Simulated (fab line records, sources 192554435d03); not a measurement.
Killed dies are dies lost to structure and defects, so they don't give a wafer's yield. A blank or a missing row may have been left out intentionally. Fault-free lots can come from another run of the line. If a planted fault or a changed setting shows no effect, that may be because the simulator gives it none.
Matching of chambers | flow n5_finfet | ald_metal-01 running N5_HKMG_FIN_ALD_91: 4 sister chambers
The step deposits TiN, target thk 1 nm, pulse time 1 s, purge time 3 s. 18 wafers are shown with their chamber, then 9 later ones without.

## EACH WAFER AND ITS CHAMBER
wafer  | chamber | heater_power_w (W) | precursor_pulse_height_rel
L078.1 | 2       | 1004               | 1.007
L078.4 | 1       | 830                | 0.998
L078.6 | 2       | 993                | 1.025
L080.1 | 0       | 817                | 1.018
L080.3 | 1       | 817                | 1.004
L080.4 | 2       | 994                | 0.973
L081.2 | 2       | 1005               | 1.059
L081.5 | 3       | 933                | 1.032
L081.6 | 0       | 777                | 1.003
L082.1 | 3       | 927                | 0.998
L082.5 | 0       | 804                | 0.951
L082.6 | 1       | 819                | 1.012
L083.1 | 2       | 1013               | 1.011
L083.3 | 1       | 816                | 0.986
L083.4 | 0       | 778                | 0.976
L089.1 | 1       | 846                | 0.992
L089.3 | 0       | 791                | 0.996
L089.5 | 3       | 927                | 0.990

SIGNATURES (means of the wafers above)
reading                    | chamber 0 | chamber 1 | chamber 2 | chamber 3 | scatter within a chamber
heater_power_w             | 793.40    | 825.60    | 1001.80   | 929.00    | 12.3
precursor_pulse_height_rel | 0.98880   | 0.99840   | 1.01500   | 1.00667   | 0.0239
Rule: distance of a wafer from a chamber = root of the sum over the readings of ((wafer's reading minus chamber's mean) / reading's scatter) squared. If the next closest chamber is less than 2 further off than the closest, the wafer can't be placed; otherwise it belongs to the closest. The scatter: take each reading less its chamber's mean, square it, sum over the shown wafers, divide by the number of wafers less the number of chambers, and take the root.

## WAFERS WHOSE CHAMBER IS MISSING
wafer  | heater_power_w (W) | precursor_pulse_height_rel
L091.1 | 804                | 0.982
L091.5 | 787                | 1.005
L091.6 | 816                | 0.992
L092.4 | 887                | 1.014
L092.5 | 1008               | 0.985
L092.6 | 806                | 0.969
L095.1 | 914                | 0.981
L095.4 | 781                | 0.993
L095.5 | 1003               | 1.025

## CHAMBER TAKEN BY EACH
wafer  | from the rows above     | in truth
L091.1 | can't be placed: 0 or 1 | 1
L091.5 | 0                       | 0
L091.6 | can't be placed: 1 or 0 | 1
L092.4 | can't be placed: 3 or 1 | 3
L092.5 | 2                       | 2
L092.6 | can't be placed: 0 or 1 | 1
L095.1 | 3                       | 3
L095.4 | 0                       | 0
L095.5 | 2                       | 2
Placed correctly: 5 of 9. From these rows, 4 cannot be placed; in 4 the true chamber is one of the candidates. Wrongly placed: 0.
